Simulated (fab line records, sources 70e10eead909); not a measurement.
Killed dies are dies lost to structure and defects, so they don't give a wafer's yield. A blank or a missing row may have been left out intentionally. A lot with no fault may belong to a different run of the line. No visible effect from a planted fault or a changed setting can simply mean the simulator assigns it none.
The tool behind it: which one? || flow nand_harc || 24 lots, 72 wafers sampled, at 1 step of a route of 1302

WHAT THE GAUGES SHOWED, per wafer
NHARC_P_STI_INSPECT_25.
{"lot": "L074", "measured": "day 3 23:39", "on": "defect_inspect-01", "raw_defect_count": "317 272 253"}
{"lot": "L075", "measured": "day 4 12:11", "on": "defect_inspect-01", "raw_defect_count": "236 167 160"}
{"lot": "L076", "measured": "day 4 22:28", "on": "defect_inspect-02", "raw_defect_count": "321 248 229"}
{"lot": "L077", "measured": "day 5 11:23", "on": "defect_inspect-02", "raw_defect_count": "255 225 197"}
{"lot": "L078", "measured": "day 5 11:23", "on": "defect_inspect-02", "raw_defect_count": "240 170 272"}
{"lot": "L079", "measured": "day 6 00:23", "on": "defect_inspect-02", "raw_defect_count": "112 140 242"}
{"lot": "L080", "measured": "day 6 09:40", "on": "defect_inspect-02", "raw_defect_count": "113 119 111"}
{"lot": "L081", "measured": "day 6 20:00", "on": "defect_inspect-02", "raw_defect_count": "181 148 192"}
{"lot": "L082", "measured": "day 7 10:37", "on": "defect_inspect-02", "raw_defect_count": "213 340 199"}
{"lot": "L083", "measured": "day 7 16:31", "on": "defect_inspect-02", "raw_defect_count": "221 236 263"}
{"lot": "L084", "measured": "day 8 01:40", "on": "defect_inspect-01", "raw_defect_count": "225 222 225"}
{"lot": "L085", "measured": "day 8 13:19", "on": "defect_inspect-02", "raw_defect_count": "198 266 201"}
{"lot": "L086", "measured": "day 9 00:42", "on": "defect_inspect-01", "raw_defect_count": "329 409 247"}
{"lot": "L087", "measured": "day 10 01:26", "on": "defect_inspect-01", "raw_defect_count": "246 130 178"}
{"lot": "L089", "measured": "day 10 01:26", "on": "defect_inspect-02", "raw_defect_count": "332 123 310"}
{"lot": "L088", "measured": "day 10 01:26", "on": "defect_inspect-01", "raw_defect_count": "181 121 145"}
{"lot": "L090", "measured": "day 10 13:02", "on": "defect_inspect-02", "raw_defect_count": "173 197 154"}
{"lot": "L091", "measured": "day 11 01:53", "on": "defect_inspect-02", "raw_defect_count": "286 297 263"}
{"lot": "L092", "measured": "day 11 10:16", "on": "defect_inspect-01", "raw_defect_count": "204 152 153"}
{"lot": "L093", "measured": "day 11 22:49", "on": "defect_inspect-02", "raw_defect_count": "199 104 158"}
{"lot": "L094", "measured": "day 12 06:18", "on": "defect_inspect-02", "raw_defect_count": "140 175 197"}
{"lot": "L095", "measured": "day 12 19:30", "on": "defect_inspect-01", "raw_defect_count": "166 183 272"}
{"lot": "L096", "measured": "day 13 01:17", "on": "defect_inspect-01", "raw_defect_count": "164 170 165"}
{"lot": "L097", "measured": "day 13 12:31", "on": "defect_inspect-02", "raw_defect_count": "142 158 126"}

WHAT TOOL EACH LOT RAN ON (gives the tool, then ch and the chambers of the sampled wafers, and finally the start)
No process step before these readings appears in the record.

WHAT THE TOOLS THEMSELVES READ (means of the sampled wafers that have a number; where no wafer has one, the mark that the record gives instead)
The record holds no such reading with a usual standard deviation.

THE ANSWER, worked out from the rows above alone
Rule: what is usual is taken from the lots themselves. The widest of any qualifying gaps counts: lots, ordered by their means at a reading, are off when they make up no more than a third of the lots, leave a main group of 4 or more, and stand apart from it by 3 or more times the standard deviation of that group's means. If all means in a main group match to the digits the tables above print for the reading, that group is not used. A lot without any number at a reading at which 4 lots or more have one is off too. Any other lot the step has rows for is counted as sound. The gauges are gone through in route order, then the tools' own readings, and for those a lot's mean is taken as printed above. The first step at which some lot is off is used, and at that step the reading that is off furthest; a lot without a number counts as furthest.
Nothing can be told from this: no lot is off at any reading shown.

WHAT THE SIMULATOR PUT IN
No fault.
